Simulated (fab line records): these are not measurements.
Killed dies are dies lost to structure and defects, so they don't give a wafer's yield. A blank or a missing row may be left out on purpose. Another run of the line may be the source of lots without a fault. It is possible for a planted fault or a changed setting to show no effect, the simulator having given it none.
fab line records    flow nand-harc
[record] lots = 12  wafers = 36  last-day = 33
route steps=1302 shown P_BONDPAD@351 END@1302
lots that met no fault: from a run of the same line without faults
start-h: the number of hours between the record's first day and the start of the first shown wafer of the lot    wait-h: time in hours since the lot's previous step    " repeats the value in the row above    L1.1+2: a single row standing in for several wafers    - either no value or no given start    * or withheld: withheld    < > ~ a bound
route shown NAME@n: names a module that has steps shown in the file, with the first one's number in the route    usual: mean/standard deviation of fault-free wafers    same: alike in all rows    chamber/n: place in a boat    sites: the reading at each site    _std_site: how widely they spread, as a standard deviation    _edge_site: the outer-site mean with the inner-site mean subtracted    radius-mm: how far each site lies from the wafer's centre    mask NAME#n: copy n    behind: the last tool/chamber to shape the wafer    hold: reason for holding the lot/hours on hold/outcome of the hold    device: transistor that didn't switch, given as n, p or np    end of line: the same wafers' tests at the end of the route    a step without rows: its recipe alone    killed: not the wafer's yield, but the dies lost to structure and defects at the first sort    map: shows each die of a wafer: x if killed, . if not, _ if none is there
set.NAME: the setting the step ran with; set.NAME@STEP: the setting that earlier step ran with    model.NAME: the simulator's own value behind a step, which no gauge read
steps of the route over a sample of lots; a table a step, a row a wafer
services: when a tool's chamber went out of use (start-h, in hours from the record's first day, below 0 if earlier), for how many hours, and the reason
[[steps]]
[step NHARC_P_BONDPAD_DEP_00]
[recipe] target-thk-a = 2500  temp-c = 370  target-thk-nm = 250  pressure-torr = 3  flow-sccm = 200  rf-w = 450  material = SiCN
[usual] heater-power-w = 592/69
lot.wafer  tool      chamber  start-h  wait-h  heater-power-w
L190.1     pecvd-04  2        136.97   -       530
L190.2     "         0        "        "       711
L190.6     "         2        "        "       522
L189.2     pecvd-04  2        137.79   -       569
L189.1     "         1        "        "       575
L189.5     "         1        "        "       580
L191.1     pecvd-03  2        153.82   -       517
L191.2     "         0        "        "       450
L191.3     "         1        "        "       659
L192.1     pecvd-02  1        161.27   -       592
L192.2     "         2        "        "       454
L192.6     "         1        "        "       595
L198.3     pecvd-03  1        -        -       656
L198.6     "         2        "        "       546
L198.4     "         0        "        "       597
L205.1     pecvd-02  2        291.98   -       440
L205.2     "         1        "        "       602
L205.4     "         1        "        "       464
L207.1     pecvd-03  1        309.63   -       627
L207.5     "         2        "        "       669
L207.4     "         1        "        "       658
L208.1     pecvd-03  2        319.31   -       655
L208.2     "         1        "        "       662
L208.4     "         2        "        "       661
L209.3     pecvd-02  2        334.90   -       416
L209.4     "         2        "        "       423
L209.6     "         0        "        "       621
L210.2     pecvd-03  0        338.81   -       553
L210.1     "         1        "        "       638
L210.4     "         0        "        "       562
L211.2     pecvd-03  1        -        -       591
L211.3     "         2        "        "       553
L211.6     "         1        "        "       615
L212.2     pecvd-03  1        -        -       619
L212.3     "         2        "        "       638
L212.4     "         2        "        "       655
[step NHARC_P_BONDPAD_OVL_MEAS_38]
[usual] overlay-x-nm = 2/5.7  overlay-y-nm = 0/5.5
lot.wafer  tool        chamber  start-h  wait-h  overlay-x-nm  overlay-y-nm
L190.1     overlay-02  -        138.23   -       1             -2
L190.2     "           -        "        "       1             -3
L190.6     "           -        "        "       2             -1
L189.1     overlay-02  -        139.10   -       -5            -1
L189.2     "           -        "        "       -5            -1
L189.5     "           -        "        "       -5            -1
L191.1     overlay-02  -        155.13   -       -4            6
L191.2     "           -        "        "       -4            5
L191.3     "           -        "        "       -4            5
L192.1     overlay-02  -        162.58   -       -2            -2
L192.2     "           -        "        "       -1            -3
L192.6     "           -        "        "       -2            -2
L198.3     overlay-01  -        220.88   -       -3            4
L198.4     "           -        "        "       -2            4
L198.6     "           -        "        "       -2            4
L205.1     overlay-02  -        293.43   -       5             -1
L205.2     "           -        "        "       5             -1
L205.4     "           -        "        "       5             -2
L207.1     overlay-01  -        310.86   -       -1            1
L207.4     "           -        "        "       -2            1
L207.5     "           -        "        "       -2            1
L208.1     overlay-02  -        320.62   -       2             6
L208.2     "           -        "        "       2             5
L208.4     "           -        "        "       2             6
L209.3     overlay-01  -        336.04   -       -2            11
L209.4     "           -        "        "       -3            11
L209.6     "           -        "        "       -3            11
L210.1     overlay-02  -        339.99   -       4             7
L210.2     "           -        "        "       5             7
L210.4     "           -        "        "       4             6
L211.2     overlay-02  -        354.76   -       -9            -4
L211.3     "           -        "        "       -8            -4
L211.6     "           -        "        "       -8            -4
L212.2     overlay-01  -        361.95   -       -1            0
L212.3     "           -        "        "       -1            1
L212.4     "           -        "        "       -1            0
[step NHARC_P_BONDPAD_DESCUM_11]
[recipe] time-s = 3  o2-flow-sccm = 200  ar-flow-sccm = 0  bias-power-w = 0  chemistry = O2
[usual] drypump-motor-current-A = 5.9/0.51  oes-product-au = 1.003/0.012  rf-vpp-V = 57.7/0.89  run-length-s = 23.98/0.27  showerhead-plenum-p-Torr = 1.89/0.1  throttle-valve-pct = 11.311/0.0092
lot.wafer  tool         chamber  start-h  wait-h  drypump-motor-current-A  oes-product-au  rf-hours-counter-h  rf-vpp-V  run-length-s  showerhead-plenum-p-Torr  throttle-valve-pct
L190.2     rie-diel-13  1        138.36   -       6.3                      0.988           3.5                 57.9      24.03         1.84                      11.314
L190.1     "            3        "        "       6.5                      0.972           3.4                 56.4      23.68         1.79                      11.316
L190.6     "            1        "        "       6.3                      0.990           -                   58.0      24.42         1.84                      11.309
L189.1     rie-diel-07  1        139.22   -       4.8                      1.010           0.2                 56.4      23.71         1.80                      11.310
L189.2     "            3        "        "       6.1                      0.991           0.2                 59.7      24.66         2.03                      11.318
L189.5     "            1        "        "       4.8                      1.003           -                   57.9      23.72         1.80                      11.303
L191.3     rie-diel-07  1        155.26   -       4.8                      1.012           1.3                 56.9      23.77         1.80                      11.302
L191.1     "            3        "        "       6.1                      1.001           1.3                 58.3      24.14         2.03                      11.311
L191.2     "            0        "        "       6.0                      1.012           1.3                 57.4      24.45         1.78                      11.302
L192.2     rie-diel-13  1        162.71   -       6.3                      0.999           4.0                 57.1      23.79         1.84                      11.319
L192.1     "            2        "        "       6.1                      1.004           4.1                 56.3      23.63         1.93                      11.320
L192.6     "            1        "        "       6.3                      0.991           -                   56.6      23.87         1.84                      11.323
L198.3     rie-diel-07  0        221.00   -       6.0                      1.002           4.3                 57.3      25.51         1.78                      11.283
L198.4     "            0        "        "       6.0                      0.998           -                   57.6      25.90         1.78                      11.307
L198.6     "            1        "        "       4.8                      1.015           -                   58.5      23.88         1.80                      11.311
L205.4     rie-diel-13  0        293.56   -       5.7                      1.010           3.1                 57.7      23.85         1.90                      11.307
L205.1     "            1        "        "       6.3                      1.007           3.1                 57.8      23.85         1.84                      11.310
L205.2     "            2        "        "       6.1                      1.005           2.8                 58.0      23.81         1.93                      11.304
L207.4     rie-diel-13  0        310.98   -       5.7                      1.011           3.5                 58.1      24.19         1.90                      11.316
L207.1     "            2        "        "       6.2                      1.000           3.2                 56.9      24.21         1.93                      11.311
L207.5     "            0        "        "       5.7                      1.007           -                   59.1      24.00         1.90                      11.301
L208.2     rie-diel-07  1        320.76   -       4.8                      0.991           1.0                 58.4      24.17         1.80                      11.311
L208.1     "            2        "        "       6.2                      1.014           1.2                 58.5      23.85         2.04                      11.302
L208.4     "            3        "        "       6.1                      1.017           1.1                 58.0      24.63         2.03                      11.307
L209.4     rie-diel-07  3        336.17   -       6.2                      1.010           1.4                 58.1      24.11         2.03                      11.316
L209.3     "            0        "        "       5.9                      1.007           1.2                 57.2      24.12         1.78                      11.326
L209.6     "            0        "        "       6.0                      1.000           -                   57.0      24.53         1.78                      11.296
L210.2     rie-diel-13  2        340.12   -       6.1                      1.001           4.3                 58.7      24.17         1.93                      11.295
L210.1     "            3        "        "       6.5                      0.983           4.3                 58.0      23.97         1.79                      11.306
L210.4     "            1        "        "       6.3                      0.978           4.7                 57.6      24.33         1.84                      11.304
L211.3     rie-diel-13  2        354.90   -       6.2                      1.021           0.1                 58.0      24.11         1.93                      11.320
L211.2     "            3        "        "       6.5                      1.005           0.1                 56.1      23.77         1.79                      11.311
L211.6     "            1        "        "       6.3                      1.022           -                   57.9      23.90         1.84                      11.319
L212.2     rie-diel-07  1        362.07   -       4.8                      1.001           2.2                 57.5      23.51         1.80                      11.316
L212.4     "            3        "        "       6.1                      1.016           2.7                 59.2      24.09         2.03                      11.315
L212.3     "            0        "        "       6.0                      1.016           2.5                 58.3      24.13         1.78                      11.319
[step NHARC_P_BONDPAD_ETCH_37]
[recipe] target-depth-a = 600  overetch-a = 180  time-s = 65.91  ion-energy-ev = 200  n2-flow-sccm = 150  h2-flow-sccm = 150  ar-flow-sccm = 0  rf-w = 400  bias-w = 150  chemistry = N2/H2
[usual] drypump-motor-current-A = 5.9/0.51  oes-product-au = 1.002/0.011  rf-vpp-V = 430/3.1  showerhead-plenum-p-Torr = 2.02/0.11  throttle-valve-pct = 14.171/0.0094
lot.wafer  tool         chamber  start-h  wait-h  drypump-motor-current-A  oes-product-au  rf-hours-counter-h  rf-vpp-V  showerhead-plenum-p-Torr  throttle-valve-pct
L190.2     rie-diel-13  0        138.44   0.1     5.8                      1.006           2.6                 430       2.03                      14.172
L190.1     "            2        "        "       6.1                      1.006           3.6                 433       2.06                      14.167
L190.6     "            1        "        "       6.3                      0.986           -                   428       1.96                      14.182
L189.1     rie-diel-07  3        139.32   0.1     6.1                      1.001           0.2                 434       2.17                      14.186
L189.2     "            1        "        "       4.8                      0.990           0.2                 427       1.92                      14.173
L189.5     "            3        "        "       6.1                      0.989           -                   434       2.17                      14.165
L191.3     rie-diel-07  1        155.36   0.1     4.8                      1.000           1.3                 427       1.92                      14.175
L191.1     "            3        "        "       6.2                      1.007           1.4                 434       2.17                      14.182
L191.2     "            0        "        "       6.0                      1.005           1.3                 426       1.90                      14.179
L192.1     rie-diel-13  1        162.80   0.1     6.3                      0.981           4.0                 428       1.96                      14.156
L192.2     "            3        "        "       6.4                      0.969           4.0                 426       1.90                      14.180
L192.6     "            0        "        "       5.7                      0.984           -                   430       2.03                      14.162
L198.3     rie-diel-07  1        221.11   0.1     4.8                      0.999           4.4                 426       1.92                      14.175
L198.6     "            0        "        "       6.0                      1.003           -                   426       1.89                      14.155
L198.4     "            3        "        "       6.1                      1.005           -                   433       2.17                      14.173
L205.4     rie-diel-13  2        293.64   0.1     6.1                      1.022           2.8                 431       2.06                      14.163
L205.1     "            3        "        "       6.4                      0.992           2.9                 427       1.90                      14.184
L205.2     "            0        "        "       5.8                      1.017           3.1                 429       2.03                      14.171
L207.4     rie-diel-13  1        311.07   0.1     6.4                      0.992           3.6                 427       1.95                      14.161
L207.1     "            2        "        "       6.1                      1.004           3.3                 431       2.06                      14.173
L207.5     "            1        "        "       6.3                      0.989           -                   427       1.96                      14.189
L208.4     rie-diel-07  2        320.83   0.1     6.2                      1.009           1.2                 434       2.18                      14.169
L208.2     "            3        "        "       6.2                      1.010           1.1                 435       2.17                      14.172
L208.1     "            1        "        "       4.8                      0.985           1.0                 427       1.92                      14.172
L209.4     rie-diel-07  0        336.26   0.1     6.0                      1.005           1.2                 426       1.89                      14.167
L209.3     "            2        "        "       6.2                      1.019           1.5                 433       2.18                      14.170
L209.6     "            0        "        "       6.0                      1.003           -                   427       1.89                      14.180
L210.4     rie-diel-13  1        340.21   0.1     6.4                      0.982           4.7                 427       1.95                      14.170
L210.1     "            2        "        "       6.1                      1.000           4.3                 431       2.06                      14.186
L210.2     "            3        "        "       6.5                      0.992           4.4                 426       1.90                      14.173
L211.3     rie-diel-13  2        354.97   0.1     6.1                      1.009           0.1                 431       2.06                      14.168
L211.2     "            3        "        "       6.5                      0.997           0.1                 427       1.90                      14.187
L211.6     "            2        "        "       6.1                      1.020           -                   433       2.06                      14.168
L212.4     rie-diel-07  2        362.15   0.1     6.2                      1.019           2.4                 434       2.18                      14.175
L212.3     "            3        "        "       6.1                      1.003           2.7                 432       2.17                      14.167
L212.2     "            1        "        "       4.8                      0.994           2.2                 429       1.91                      14.169
[step NHARC_END_SORT_01]
[recipe] temp-c = 25
[usual] defect-limited-yield = 90/3.8  killed-at-array = 61/26  killed-at-other = 0.8/1.1  killed-at-periphery = 4.0/2.6  killed-dies = 66/26  killed-open = 3.1/1.7  killed-short = 2.5/1.5
[same] gross-dies = 677
lot.wafer  tool       chamber  start-h  wait-h  defect-limited-yield[%]  killed-at-array  killed-at-other  killed-at-periphery  killed-dies  killed-open  killed-short
L190.1     prober-01  0        567.67   2.5     87                       81               3                7                    91           4            1
L190.2     prober-01  0        568.47   2.8     88                       80               0                2                    82           3            2
L190.6     prober-01  0        571.67   4.0     89                       68               1                5                    74           3            2
L189.1     prober-02  0        567.71   2.5     89                       67               0                5                    72           4            3
L189.2     prober-02  0        568.51   2.8     90                       62               0                3                    65           5            4
L189.5     prober-02  0        570.90   3.7     89                       68               0                6                    74           5            6
L192.1     prober-01  0        575.49   2.5     95                       29               1                6                    36           7            3
L192.2     prober-01  0        576.30   2.8     95                       25               0                7                    32           4            4
L192.6     prober-01  0        579.55   4.1     96                       24               0                4                    28           3            2
L191.1     prober-02  0        575.51   2.5     85                       100              0                1                    101          1            1
L191.2     prober-02  0        576.31   2.8     84                       101              3                1                    105          3            1
L191.3     prober-02  0        577.11   3.1     87                       80               0                5                    85           3            2
L198.3     prober-01  0        644.33   3.1     95                       32               1                4                    37           5            2
L198.4     prober-01  0        645.13   3.4     95                       34               1                0                    35           1            2
L198.6     prober-01  0        646.72   4.0     94                       34               1                3                    38           1            5
L205.1     prober-02  0        726.22   2.5     86                       87               2                4                    93           4            2
L205.2     prober-02  0        727.01   2.8     87                       83               1                2                    86           5            4
L205.4     prober-02  0        728.59   3.4     87                       88               0                3                    91           2            6
L207.1     prober-01  0        738.60   2.5     92                       46               0                5                    51           1            1
L207.4     prober-01  0        741.05   3.4     91                       54               0                6                    60           3            4
L207.5     prober-01  0        741.86   3.8     93                       46               0                3                    49           1            4
L208.1     prober-02  0        738.65   2.5     93                       36               2                7                    45           2            4
L208.2     prober-02  0        739.45   2.8     93                       36               1                11                   48           3            3
L208.4     prober-02  0        741.07   3.4     94                       32               2                6                    40           1            1
L210.1     prober-01  0        762.89   2.5     86                       91               1                5                    97           5            2
L210.2     prober-01  0        763.70   2.8     86                       87               1                4                    92           2            3
L210.4     prober-01  0        765.32   3.4     85                       98               0                4                    102          2            1
L212.2     prober-02  0        772.40   2.8     94                       38               0                5                    43           6            4
L212.3     prober-02  0        773.21   3.1     92                       50               0                4                    54           4            1
L212.4     prober-02  0        774.01   3.4     91                       56               0                2                    58           2            1
L209.3     prober-01  0        772.45   3.1     93                       44               3                2                    49           5            1
L209.4     prober-01  0        773.26   3.4     94                       38               1                0                    39           1            4
L209.6     prober-01  0        774.87   4.0     92                       50               1                2                    53           2            1
L211.2     prober-01  0        781.06   2.8     91                       49               4                7                    60           6            3
L211.3     prober-01  0        781.86   3.1     93                       42               3                2                    47           2            3
L211.6     prober-01  0        784.26   4.0     94                       38               0                4                    42           5            2
// killed by level:class
L190.1 A_CHANNEL_HOLE_D2:chamber-film-flake=36 A_CHANNEL_HOLE_D1:chamber-film-flake=26 A_STAIRCASE:chamber-film-flake=7 A_CONTACT:chamber-film-flake=7 P_CONTACT:chamber-film-flake=5 THIN_TSV:chamber-film-flake=2 A_CONTACT:unspecified=2 P_CONTACT:geometric-particle:open=1
L189.1 A_CHANNEL_HOLE_D2:chamber-film-flake=35 A_SLIT:chamber-film-flake=20 A_CONTACT:chamber-film-flake=4 P_CONTACT:geometric-particle:open=2 A_WL_FILL:chamber-film-flake=2 P_M0:geometric-particle:open=1 A_ONON_D1:geometric-particle:open=1 A_CHANNEL_FILL_D1:geometric-particle:short=1
L190.2 A_CHANNEL_HOLE_D1:chamber-film-flake=35 A_CHANNEL_HOLE_D2:chamber-film-flake=28 A_CONTACT:chamber-film-flake=6 A_STAIRCASE:chamber-film-flake=3 A_CONTACT:unspecified=3 A_ONON_D1:geometric-particle:short=1 A_CHANNEL_FILL_D1:geometric-particle:open=1 A_DECK1_JOINT:geometric-particle:short=1
L189.2 A_CHANNEL_HOLE_D2:chamber-film-flake=28 A_SLIT:chamber-film-flake=23 A_CONTACT:chamber-film-flake=3 P_CONTACT:geometric-particle:open=1 P_BONDPAD:geometric-particle:open=1 A_ONON_D1:geometric-particle:short=1 A_CHANNEL_FILL_D1:geometric-particle:open=1 A_ONON_D2:geometric-particle:short=1
L189.5 A_CHANNEL_HOLE_D2:chamber-film-flake=29 A_SLIT:chamber-film-flake=28 A_ONON_D2:geometric-particle:open=2 P_STI:geometric-particle:short=1 P_GATE:geometric-particle:short=1 P_M0:geometric-particle:short=1 P_M1:geometric-particle:short=1 A_ONON_D1:geometric-particle:open=1
L190.6 A_CHANNEL_HOLE_D1:chamber-film-flake=31 A_CHANNEL_HOLE_D2:chamber-film-flake=21 A_CONTACT:chamber-film-flake=6 P_CONTACT:chamber-film-flake=5 A_CONTACT:unspecified=3 A_CHANNEL_FILL_D2:geometric-particle:open=2 A_STAIRCASE:chamber-film-flake=2 A_DECK1_JOINT:geometric-particle:short=1
L192.1 A_CHANNEL_HOLE_D2:chamber-film-flake=10 A_CONTACT:chamber-film-flake=6 A_CHANNEL_HOLE_D1:chamber-film-flake=3 P_GATE:chamber-film-flake=2 A_STAIRCASE:chamber-film-flake=2 A_WL_FILL:chamber-film-flake=2 P_STI:geometric-particle:short=1 P_GATE:geometric-particle:open=1
L191.1 A_CHANNEL_HOLE_D1:chamber-film-flake=36 A_CHANNEL_HOLE_D2:chamber-film-flake=27 A_SLIT:chamber-film-flake=26 A_SGD_CUT:chamber-film-flake=5 A_ONON_D2:geometric-particle:short=1 A_CHANNEL_FILL_D2:geometric-particle:open=1 P_STI:chamber-film-flake=1 A_DECK1_JOINT:chamber-film-flake=1
L192.2 A_CHANNEL_HOLE_D2:chamber-film-flake=8 P_GATE:chamber-film-flake=3 A_STAIRCASE:chamber-film-flake=3 A_WL_FILL:chamber-film-flake=3 P_M1:geometric-particle:short=2 A_ONON_D2:geometric-particle:short=2 A_CHANNEL_HOLE_D1:chamber-film-flake=2 A_CONTACT:chamber-film-flake=2
L191.2 A_CHANNEL_HOLE_D2:chamber-film-flake=30 A_CHANNEL_HOLE_D1:chamber-film-flake=30 A_SLIT:chamber-film-flake=21 A_SGD_CUT:chamber-film-flake=9 THIN_TSV:chamber-film-flake=3 A_STAIRCASE:chamber-film-flake=3 A_CONTACT:chamber-film-flake=3 A_DECK1_JOINT:geometric-particle:open=2
L191.3 A_CHANNEL_HOLE_D1:chamber-film-flake=23 A_SLIT:chamber-film-flake=22 A_CHANNEL_HOLE_D2:chamber-film-flake=20 A_SGD_CUT:chamber-film-flake=5 P_STI:chamber-film-flake=4 A_STAIRCASE:chamber-film-flake=4 A_ONON_D1:geometric-particle:short=1 A_CHANNEL_FILL_D2:geometric-particle:open=1
L192.6 A_CHANNEL_HOLE_D2:chamber-film-flake=9 A_CONTACT:chamber-film-flake=4 P_GATE:chamber-film-flake=3 A_CHANNEL_HOLE_D1:chamber-film-flake=2 A_STAIRCASE:chamber-film-flake=2 P_M0:geometric-particle:open=1 A_SOURCE_PLATE:geometric-particle:open=1 A_SOURCE_PLATE:geometric-particle:short=1
L198.3 A_CHANNEL_HOLE_D2:chamber-film-flake=14 A_CONTACT:chamber-film-flake=5 A_CHANNEL_HOLE_D1:chamber-film-flake=4 A_ONON_D1:geometric-particle:open=2 A_WL_FILL:chamber-film-flake=2 P_CONTACT:geometric-particle:short=1 P_CONTACT:geometric-particle:open=1 A_CHANNEL_HOLE_D1:geometric-particle:open=1
L198.4 A_CHANNEL_HOLE_D2:chamber-film-flake=13 A_CHANNEL_HOLE_D1:chamber-film-flake=5 A_SLIT:chamber-film-flake=4 A_CONTACT:chamber-film-flake=4 A_STAIRCASE:chamber-film-flake=2 A_WL_FILL:chamber-film-flake=2 A_SOURCE_PLATE:geometric-particle:short=1 A_CHANNEL_FILL_D1:geometric-particle:open=1
L198.6 A_CHANNEL_HOLE_D2:chamber-film-flake=14 A_CHANNEL_HOLE_D1:chamber-film-flake=5 A_CONTACT:chamber-film-flake=5 A_SLIT:chamber-film-flake=4 A_WL_FILL:geometric-particle:short=2 P_CONTACT:geometric-particle:short=1 P_M0:geometric-particle:short=1 A_SOURCE_PLATE:geometric-particle:open=1
L205.1 A_SLIT:chamber-film-flake=30 A_CHANNEL_HOLE_D1:chamber-film-flake=27 A_CHANNEL_HOLE_D2:chamber-film-flake=14 A_STAIRCASE:chamber-film-flake=7 P_ZERO_WELL:chamber-film-flake=2 A_ZERO_WELL:chamber-film-flake=2 A_CHANNEL_FILL_D1:chamber-film-flake=2 THIN_TSV:chamber-film-flake=2
L205.2 A_CHANNEL_HOLE_D1:chamber-film-flake=34 A_SLIT:chamber-film-flake=28 A_CHANNEL_HOLE_D2:chamber-film-flake=12 A_CHANNEL_FILL_D2:geometric-particle:short=2 A_SGD_CUT:geometric-particle:open=2 P_CONTACT:geometric-particle:short=1 P_M2:geometric-particle:open=1 A_CHANNEL_HOLE_D2:geometric-particle:open=1
L205.4 A_CHANNEL_HOLE_D1:chamber-film-flake=34 A_SLIT:chamber-film-flake=32 A_CHANNEL_HOLE_D2:chamber-film-flake=10 A_ONON_D1:geometric-particle:short=2 A_ONON_D2:geometric-particle:short=2 A_CHANNEL_FILL_D1:chamber-film-flake=2 A_STAIRCASE:chamber-film-flake=2 P_CONTACT:geometric-particle:short=1
L207.1 A_CHANNEL_HOLE_D2:chamber-film-flake=25 A_CHANNEL_HOLE_D1:chamber-film-flake=9 A_CONTACT:chamber-film-flake=5 P_CONTACT:chamber-film-flake=4 A_SLIT:chamber-film-flake=3 A_WL_FILL:geometric-particle:short=1 A_BLC:geometric-particle:open=1 P_BONDPAD:chamber-film-flake=1
L208.1 A_CHANNEL_HOLE_D1:chamber-film-flake=12 A_STAIRCASE:chamber-film-flake=7 A_CONTACT:chamber-film-flake=7 P_M2:chamber-film-flake=3 A_SLIT:chamber-film-flake=3 A_DECK1_JOINT:geometric-particle:short=2 P_CONTACT:chamber-film-flake=2 THIN_TSV:chamber-film-flake=2
L208.2 A_CHANNEL_HOLE_D1:chamber-film-flake=14 A_STAIRCASE:chamber-film-flake=5 A_SLIT:chamber-film-flake=5 P_CONTACT:chamber-film-flake=4 A_CONTACT:chamber-film-flake=4 P_M2:chamber-film-flake=3 P_M0:geometric-particle:open=2 A_DECK1_JOINT:geometric-particle:short=1
L207.4 A_CHANNEL_HOLE_D2:chamber-film-flake=16 A_CHANNEL_HOLE_D1:chamber-film-flake=12 A_SLIT:chamber-film-flake=8 A_CONTACT:chamber-film-flake=6 P_CONTACT:chamber-film-flake=4 A_ZERO_WELL:chamber-film-flake=3 A_BLC:geometric-particle:open=2 P_STI:chamber-film-flake=2
L208.4 A_CHANNEL_HOLE_D1:chamber-film-flake=13 A_CONTACT:chamber-film-flake=10 A_SLIT:chamber-film-flake=4 P_CONTACT:chamber-film-flake=3 A_STAIRCASE:chamber-film-flake=3 P_M2:chamber-film-flake=2 THIN_TSV:chamber-film-flake=2 A_SGD_CUT:geometric-particle:short=1
L207.5 A_CHANNEL_HOLE_D2:chamber-film-flake=19 A_CHANNEL_HOLE_D1:chamber-film-flake=7 A_SLIT:chamber-film-flake=6 A_CONTACT:chamber-film-flake=4 A_ONON_D1:geometric-particle:short=2 P_CONTACT:chamber-film-flake=2 A_ZERO_WELL:chamber-film-flake=2 A_WL_FILL:chamber-film-flake=2
L210.1 A_SLIT:chamber-film-flake=31 A_CHANNEL_HOLE_D2:chamber-film-flake=22 A_CHANNEL_HOLE_D1:chamber-film-flake=16 A_CONTACT:chamber-film-flake=11 A_STAIRCASE:chamber-film-flake=4 P_ZERO_WELL:chamber-film-flake=3 P_GATE:geometric-particle:open=1 P_M0:geometric-particle:open=1
L210.2 A_SLIT:chamber-film-flake=30 A_CHANNEL_HOLE_D2:chamber-film-flake=25 A_CHANNEL_HOLE_D1:chamber-film-flake=13 A_CONTACT:chamber-film-flake=10 A_STAIRCASE:chamber-film-flake=3 P_ZERO_WELL:chamber-film-flake=2 A_WL_FILL:chamber-film-flake=2 P_CONTACT:geometric-particle:short=1
L210.4 A_SLIT:chamber-film-flake=36 A_CHANNEL_HOLE_D2:chamber-film-flake=34 A_CONTACT:chamber-film-flake=13 A_CHANNEL_HOLE_D1:chamber-film-flake=8 P_ZERO_WELL:chamber-film-flake=3 A_STAIRCASE:chamber-film-flake=2 A_CHANNEL_FILL_D1:geometric-particle:open=1 A_CHANNEL_FILL_D1:geometric-particle:short=1
L212.2 A_CHANNEL_HOLE_D2:chamber-film-flake=24 P_STI:geometric-particle:short=2 A_CHANNEL_HOLE_D1:chamber-film-flake=2 A_STAIRCASE:chamber-film-flake=2 A_CONTACT:chamber-film-flake=2 P_CONTACT:geometric-particle:open=1 P_M0:geometric-particle:open=1 A_ONON_D1:geometric-particle:short=1
L209.3 A_CHANNEL_HOLE_D1:chamber-film-flake=20 A_SLIT:chamber-film-flake=9 A_STAIRCASE:chamber-film-flake=5 A_WL_FILL:chamber-film-flake=3 A_CHANNEL_FILL_D2:chamber-film-flake=2 THIN_TSV:chamber-film-flake=2 P_GATE:geometric-particle:open=1 A_CHANNEL_HOLE_D1:geometric-particle:open=1
L212.3 A_CHANNEL_HOLE_D2:chamber-film-flake=27 A_SLIT:chamber-film-flake=7 A_CHANNEL_HOLE_D1:chamber-film-flake=5 A_STAIRCASE:chamber-film-flake=4 P_GATE:chamber-film-flake=2 A_ONON_D1:geometric-particle:open=1 A_DECK1_JOINT:geometric-particle:open=1 A_SGD_CUT:geometric-particle:open=1
L209.4 A_CHANNEL_HOLE_D1:chamber-film-flake=13 A_SLIT:chamber-film-flake=5 A_SGD_CUT:chamber-film-flake=4 A_CHANNEL_FILL_D2:chamber-film-flake=3 A_ONON_D1:geometric-particle:short=2 A_STAIRCASE:chamber-film-flake=2 A_CONTACT:chamber-film-flake=2 A_M0:chamber-film-flake=2
L212.4 A_CHANNEL_HOLE_D2:chamber-film-flake=38 A_CHANNEL_HOLE_D1:chamber-film-flake=6 A_CONTACT:chamber-film-flake=3 P_GATE:chamber-film-flake=2 A_SLIT:chamber-film-flake=2 A_ONON_D1:geometric-particle:open=1 A_CHANNEL_HOLE_D1:geometric-particle:open=1 A_M0:geometric-particle:short=1
L209.6 A_CHANNEL_HOLE_D1:chamber-film-flake=22 A_SLIT:chamber-film-flake=8 A_SGD_CUT:chamber-film-flake=5 A_CONTACT:chamber-film-flake=5 A_CHANNEL_FILL_D2:chamber-film-flake=3 A_STAIRCASE:chamber-film-flake=3 P_CONTACT:geometric-particle:open=1 A_SOURCE_PLATE:geometric-particle:open=1
L211.2 A_CHANNEL_HOLE_D1:chamber-film-flake=18 A_SLIT:chamber-film-flake=11 A_STAIRCASE:chamber-film-flake=4 THIN_TSV:chamber-film-flake=4 P_BONDPAD:chamber-film-flake=3 A_CHANNEL_HOLE_D2:chamber-film-flake=3 A_CONTACT:chamber-film-flake=3 P_ZERO_WELL:chamber-film-flake=2
L211.3 A_CHANNEL_HOLE_D1:chamber-film-flake=18 A_SLIT:chamber-film-flake=10 A_CONTACT:chamber-film-flake=6 A_ONON_D1:geometric-particle:short=2 P_BONDPAD:chamber-film-flake=2 A_DECK1_JOINT:chamber-film-flake=2 HYBRID_BOND:chamber-film-flake=2 A_ONON_D1:geometric-particle:open=1
L211.6 A_CHANNEL_HOLE_D1:chamber-film-flake=16 A_SLIT:chamber-film-flake=9 A_STAIRCASE:chamber-film-flake=3 A_CONTACT:chamber-film-flake=3 P_BONDPAD:chamber-film-flake=2 P_CONTACT:geometric-particle:open=1 A_ONON_D2:geometric-particle:open=1 A_ONON_D2:geometric-particle:short=1
[[services]]
tool         chamber  start-h  hours  kind
rie-diel-07  2        117.14   5.9    repair
rie-diel-07  -        117.20   9.0    pm
pecvd-04     -        122.86   0.8    repair
pecvd-03     -        123.93   1.8    repair
rie-diel-07  2        131.06   35.1   repair
rie-diel-07  3        146.32   6.7    repair
rie-diel-13  2        164.65   5.0    repair
rie-diel-13  -        165.00   9.0    pm
pecvd-04     -        167.69   0.6    repair
pecvd-04     -        169.28   1.4    repair
rie-diel-13  2        179.09   7.3    repair
rie-diel-07  2        184.54   11.3   repair
pecvd-03     -        185.30   13.0   pm
rie-diel-07  2        210.74   13.1   repair
pecvd-02     -        227.19   13.0   pm
rie-diel-13  3        228.61   31.7   repair
pecvd-03     -        258.01   0.9    repair
pecvd-04     -        269.39   13.0   pm
pecvd-02     0        290.06   12.8   repair
rie-diel-07  -        294.20   9.0    pm
pecvd-03     0        320.85   1.7    repair
rie-diel-13  -        342.00   9.0    pm
rie-diel-13  -        351.75   0.1    repair
pecvd-04     0        361.05   6.1    repair
[[key]]
[first-sign] step = NHARC_P_BONDPAD_DESCUM_11  reading = run-length-s  direction = up  sigmas = 6.3  usual = *  struck = *
effect none on later readings
met-at NHARC_P_BONDPAD_DESCUM_11
struck-lots L198
struck-wafers L198.3,L198.4
not-acting-at NHARC_P_BONDPAD_DEP_00,NHARC_P_BONDPAD_OVL_MEAS_38,NHARC_P_BONDPAD_ETCH_37
onset-between 155.26 221.00
[fault] kind = process-parameter-drift  tool = rie-diel-07  chamber = 0  onset-h = 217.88  steps = NHARC_P_BONDPAD_DESCUM_11  channel = time-s  offset = *  shape = step  end-h = 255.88  acts-in = *  stated = *
